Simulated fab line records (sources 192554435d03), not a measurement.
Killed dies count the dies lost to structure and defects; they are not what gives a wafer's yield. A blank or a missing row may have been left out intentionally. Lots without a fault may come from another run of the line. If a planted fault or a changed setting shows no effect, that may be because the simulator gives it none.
Which tool was responsible? / flow n5Finfet / 33 wafers from 11 lots sampled at 2 of the route's 1938 steps

WHAT THE GAUGES SHOWED, per wafer
N5_SDB_OVL_MEAS_12.
lot=L355; measured=day 3 18:14; on=overlay-02; SDB_OVL (nm)=1.4 0.1 0.1
lot=L357; measured=day 4 06:35; on=overlay-01; SDB_OVL (nm)=1.0 1.3 -0.4
lot=L358; measured=day 4 15:52; on=overlay-02; SDB_OVL (nm)=0.4 0.1 0.5
lot=L359; measured=day 4 17:17; on=overlay-02; SDB_OVL (nm)=0.2 1.0 0.1
lot=L360; measured=day 5 01:13; on=overlay-01; SDB_OVL (nm)=1.1 0.7 1.4
lot=L361; measured=day 5 05:39; on=overlay-01; SDB_OVL (nm)=0.0 1.2 1.1
lot=L366; measured=day 6 12:47; on=overlay-02; SDB_OVL (nm)=0.1 -0.5 -0.4
lot=L373; measured=day 8 07:01; on=overlay-02; SDB_OVL (nm)=0.8 0.5 0.3
lot=L374; measured=day 8 10:25; on=overlay-02; SDB_OVL (nm)=-1.0 -1.1 0.3
lot=L377; measured=day 9 07:15; on=overlay-01; SDB_OVL (nm)=-0.5 0.0 0.6
lot=L378; measured=day 9 11:48; on=overlay-01; SDB_OVL (nm)=0.9 0.6 0.3

WHICH TOOL RAN EACH LOT (tool, then ch and the chambers of the sampled wafers, then the start)
lot=L355; N5_SDB_COAT_04=lithoTrack-02 ch 0, day 3 17:58
lot=L357; N5_SDB_COAT_04=lithoTrack-05 ch 0, day 4 06:11
lot=L358; N5_SDB_COAT_04=lithoTrack-01 ch 0, day 4 15:29
lot=L359; N5_SDB_COAT_04=lithoTrack-02 ch 0, day 4 16:53
lot=L360; N5_SDB_COAT_04=lithoTrack-05 ch 0, day 5 00:56
lot=L361; N5_SDB_COAT_04=lithoTrack-02 ch 0, day 5 05:23
lot=L366; N5_SDB_COAT_04=lithoTrack-01 ch 0, day 6 12:23
lot=L373; N5_SDB_COAT_04=lithoTrack-05 ch 0, day 8 06:37
lot=L374; N5_SDB_COAT_04=lithoTrack-05 ch 0, day 8 10:01
lot=L377; N5_SDB_COAT_04=lithoTrack-01 ch 0, day 9 06:59
lot=L378; N5_SDB_COAT_04=lithoTrack-01 ch 0, day 9 11:25
- N5_SDB_COAT_04: time 60 s, resist thk 18 nm.

THE ANSWER, worked out from the rows above alone
Rule: the lots themselves supply what counts as usual. The widest of any qualifying gaps counts: lots, ordered by their means at a reading, are off when they make up no more than a third of the lots, leave a main group of 4 or more, and stand apart from it by 3 or more times the standard deviation of that group's means. Not used: any main group whose means are identical at the precision the tables above print for the reading. Also off: a lot with no number at a reading for which 4 or more lots have one. Where the step has rows for the other lots, those lots are counted as sound.
No lot is off on any of the readings shown, so nothing can be concluded from this.

WHAT THE SIMULATOR HAD PUT IN
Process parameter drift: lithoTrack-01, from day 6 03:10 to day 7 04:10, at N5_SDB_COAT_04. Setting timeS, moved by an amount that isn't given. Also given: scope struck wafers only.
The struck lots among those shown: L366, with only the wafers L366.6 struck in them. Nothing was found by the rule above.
